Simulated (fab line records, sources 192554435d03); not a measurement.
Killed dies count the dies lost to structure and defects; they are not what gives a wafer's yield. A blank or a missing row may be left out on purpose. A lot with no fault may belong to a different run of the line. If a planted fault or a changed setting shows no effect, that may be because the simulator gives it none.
Struck lot and sound lot, side by side + flow n5-finfet + 36 out of 1938 route steps
Sound: these wafers, L892.2, L892.4, L892.5. Struck: wafer L900.3. (L900.1, L900.2 of the same lot were not struck and are left out.) The cause comes at the end.
Order at every step that has rows: each side's tool, ch and its chambers, its first start. Under that, the readings that differ: sound wafers + struck wafers + difference of the means + sigmas: that difference in standard deviations of wafers without a fault.
alike: readings with means less than 2 such deviations apart, plus words and numbers identical on both sides. not compared: withheld readings, readings lacking a value on some wafer, bounds such as >300 that could conceal the same value, and numbers that have no deviation in the record and whose values overlap.
Wherever a step has rows on one side only, a row that says differs or no value, or a row with sigmas, the two part there. Numbers that don't overlap but have no deviation are shown without sigmas and don't part them. A reading missing from all wafers of one side parts the sides only when that side holds two or more wafers.

first, 11 steps without rows for these wafers: N5_BEOL_M15_DESCUM_33 (chemistry O2, time 7.9 s); N5_BEOL_M15_ETCH_61 (etches BARC in N2/H2, target depth 89 nm, overetch 26.7 nm, time 67.9 s); N5_BEOL_M15_TRENCH_ETCH_34 (etches SiO2 in C4F8/O2/Ar, target depth 872.93 nm, time 199 s); N5_BEOL_M15_STRIP_36 (strips in O2); N5_BEOL_M15_STRIP_62 (strips in O2); N5_BEOL_M15_STRIP_37 (strips in O2); N5_BEOL_M15_ETCH_38 (etches SiCN in CF4/N2, target depth 106.4 nm, time 120.5 s); N5_BEOL_M15_PRECLEAN_39 (cleans in residue remover, time 60 s); N5_BEOL_M15_SRD_40 (time 30 s, dry time 30 s); N5_BEOL_M15_DEGAS_41 (time 60 s); N5_BEOL_M15_PRE_CLEAN_42 (time 30 s).
N5_BEOL_M15_SPUTTER_43: material TaN, target thk 15 nm, time 24.19 s.
  sound: pvd-sputter-01 at day 14 00:49; struck: pvd-sputter-01 at day 16 02:38
  alike: throttle-valve-pct
then, 23 steps without rows for these wafers: N5_BEOL_M15_SPUTTER_44 (material Ta, target thk 15 nm, time 24.19 s); N5_BEOL_M15_SPUTTER_45 (material Cu, target thk 100 nm, time 16.67 s); N5_BEOL_M15_ECD_47 (material Cu, target thk 1860 nm); N5_BEOL_M15_ANNEAL_48 (time 90 s); N5_BEOL_M15_CMP_49 (polishes, stops on SiO2, t overpolish 4.9 s, target thk 850 nm); N5_BEOL_M15_PRE_CLEAN_52 (time 15 s); N5_BEOL_M15_DEP_53 (deposits SiCN from 3MS/NH3, target thk 50 nm, time 17.8 s); N5_PASSIVATION_PECVD_00 (deposits SiO2 from SiH4/N2O, target thk 200 nm, time 11.2 s); N5_MIM_BOT_DEGAS_01 (time 60 s); N5_MIM_BOT_SPUTTER_00 (material TiN, target thk 35 nm, time 89.7 s); N5_MIM_TOP_ALD_00 (deposits Al2O3, purge time 3 s, co reactant pulse time 3 s); N5_MIM_TOP_ALD_01 (deposits HfO2, target thk 5.6 nm, pulse time 1 s, purge time 3 s); N5_MIM_TOP_ALD_02 (deposits Al2O3, purge time 3 s, co reactant pulse time 3 s); N5_MIM_TOP_DEGAS_04 (time 60 s); N5_MIM_TOP_SPUTTER_03 (material TiN, target thk 35 nm, time 89.7 s); N5_MIM_TOP_LITHO_HMDS_01 (time 60 s); N5_MIM_TOP_LITHO_COAT_02; N5_MIM_TOP_LITHO_EBR_04; N5_MIM_TOP_LITHO_SOFTBAKE_03 (time 90 s); N5_MIM_TOP_LITHO_EXPOSE_05 (exposes mask MIM TOP, target cd 2000 nm); N5_MIM_TOP_LITHO_PEB_06; N5_MIM_TOP_LITHO_DEVELOP_07 (develop time 60 s); N5_MIM_TOP_LITHO_HARDBAKE_09 (time 120 s).
N5_PASSIVATION_PROBE_49:
  rows exist in the record for the struck wafers here (prober-02, day 16 21:00), but not for the sound ones

WHERE THEY PART
At N5_PASSIVATION_PROBE_49 and nowhere else, as far as this record goes.

WHY: what the simulator had put in
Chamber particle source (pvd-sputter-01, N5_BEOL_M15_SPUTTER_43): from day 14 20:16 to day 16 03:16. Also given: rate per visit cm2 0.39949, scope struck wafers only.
